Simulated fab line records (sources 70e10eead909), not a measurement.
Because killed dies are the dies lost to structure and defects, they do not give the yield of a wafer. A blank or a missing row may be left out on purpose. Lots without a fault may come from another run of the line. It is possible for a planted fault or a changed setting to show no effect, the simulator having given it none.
Chamber matching -- flow nandHarc -- 4 sister chambers for NHARC_A_CONTACT_DESCUM_74 on rieDiel-02
The step chemistry O2, time 3 s. 4 wafers are shown with their chamber, then 12 later ones without.

EACH WAFER AND ITS CHAMBER
wafer,chamber,showerheadPlenumPTorr (Torr)
L091.1,1,2.01
L090.3,2,1.90
L092.5,3,1.85
L092.6,0,1.79

WAFERS MISSING THEIR CHAMBER
wafer,showerheadPlenumPTorr (Torr)
L093.1,1.79
L093.2,1.89
L093.3,1.85
L094.2,1.89
L094.4,2.00
L094.5,1.79
L095.3,1.89
L095.4,1.84
L095.6,1.89
L097.1,1.78
L097.2,2.00
L097.6,2.00

EACH ONE'S CHAMBER
wafer,from the rows above,in truth
L093.1,0,0
L093.2,2,2
L093.3,3,3
L094.2,2,2
L094.4,1,1
L094.5,0,0
L095.3,2,2
L095.4,3,3
L095.6,2,2
L097.1,0,0
L097.2,1,1
L097.6,1,1
12 of 12 placed correctly. Can't be placed from these rows: 0. Wrongly placed: 0.
How it was worked out, from the rows above alone: a wafer's distance from a chamber is the root of the sum, over the readings, of the square of ((its reading less the chamber's mean) divided by the reading's scatter). If the next closest chamber is less than 2 further off than the closest, the wafer can't be placed; otherwise it belongs to the closest. Each chamber's mean is taken over the wafers shown for it. The scatter: root of mean squared gap, hidden wafer to nearest shown wafer, with one shown wafer a chamber.
